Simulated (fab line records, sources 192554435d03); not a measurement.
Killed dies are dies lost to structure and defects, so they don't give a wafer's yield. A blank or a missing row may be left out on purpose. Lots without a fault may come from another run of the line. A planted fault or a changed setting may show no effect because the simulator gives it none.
Split-lot experiment | flow n5_finfet | 7 lots, 21 wafers read, on a route of 1938 steps

THE SPLIT
At N5_BEOL_M10_PEB_26 (peb time 60 s), the setting peb_time_s was moved away from the recipe's 60 s on 9 of the 21 wafers read, by -22.5% to +16.4%. The other wafers ran this setting at the recipe's value.

FROM THE SPLIT TO THE READING: what the file shows between them, 1 step
- N5_BEOL_M10_DEVELOP_27: develop time 30 s

THE READING
cd_nm, in nm, at N5_BEOL_M10_CD_MEAS_28 (target cd 70 nm). Fault-free wafers of this fab line usually give 70.4 nm, standard deviation 0.9 nm.

wafer  | tool, chamber at the split | peb_time_s as run, s | against the recipe | cd_nm, nm | against lot-mates on the recipe
L077.2 | litho_track-03, 0          | 46.51                | -22.5%             | 57.4      | -12.6
L077.3 | litho_track-03, 0          | 60                   | recipe             | 71.1      | -
L077.4 | litho_track-03, 0          | 60                   | recipe             | 69.0      | -
L078.2 | litho_track-05, 0          | 69.86                | +16.4%             | 77.2      | +7.2
L078.5 | litho_track-05, 0          | 60                   | recipe             | 70.0      | -
L078.6 | litho_track-05, 0          | 69.86                | +16.4%             | 77.9      | +7.9
L082.1 | litho_track-03, 0          | 50.87                | -15.2%             | 61.7      | -8.7
L082.2 | litho_track-03, 0          | 50.87                | -15.2%             | 62.6      | -7.8
L082.5 | litho_track-03, 0          | 60                   | recipe             | 70.4      | -
L089.2 | litho_track-05, 0          | 56.53                | -5.8%              | 67.7      | -0.9
L089.3 | litho_track-05, 0          | 56.53                | -5.8%              | 67.1      | -1.5
L089.4 | litho_track-05, 0          | 60                   | recipe             | 68.6      | -
L088.1 | litho_track-03, 0          | 60                   | recipe             | 70.5      | -
L088.3 | litho_track-03, 0          | 60                   | recipe             | 69.2      | -
L088.4 | litho_track-03, 0          | 60                   | recipe             | 70.4      | -
L096.1 | litho_track-04, 0          | 60                   | recipe             | 70.9      | -
L096.2 | litho_track-04, 0          | 60                   | recipe             | 70.8      | -
L096.3 | litho_track-04, 0          | 50.59                | -15.7%             | 62.4      | -8.4
L094.1 | litho_track-03, 0          | 60                   | recipe             | 71.4      | -
L094.2 | litho_track-03, 0          | 60                   | recipe             | 72.1      | -
L094.3 | litho_track-03, 0          | 64.56                | +7.6%              | 74.1      | +2.3

THE FIT
A straight line over all 21 wafers: cd_nm changes by +0.509 nm for each +1% of peb_time_s; r = +0.98; the points scatter about the line by 0.94 nm.
The same after taking each lot's own level away (the mean of its wafers on the recipe; 21 wafers): +0.502 nm for each +1%; r = +0.98; scatter 0.91 nm.
On that fit, the largest move of peb_time_s shifts the reading by 11 nm.
The lots' own levels span 68.60 to 71.75 nm, that is 3.5 times the standard deviation above.
So the lot-to-lot level changes the slope little: the two slopes agree.
Check: with one of the wafers moved furthest among these (-22.5%) left out of the fit, the line predicts -10.9 nm for it against its lot-mates. It came out at -12.6 nm against them.

OTHER SPLITS ON THESE WAFERS
These wafers also went through other splits before the reading. Each is held against what the fit with the lots' levels taken away leaves over:
other split on the same wafers     | wafers away from the commonest value | r with cd_nm (lot level and that fit taken away)
N5_BEOL_M8_CURE_75 time_s          | 4                                    | +0.17
N5_BEOL_M9_TRENCH_ETCH_37 source_w | 8                                    | -0.12
N5_BEOL_M10_COAT_22 spin_rpm       | 8                                    | +0.10

THE FILE'S OWN FIT
cd_nm changes by +0.515 nm for each +1% of peb_time_s, r = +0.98.
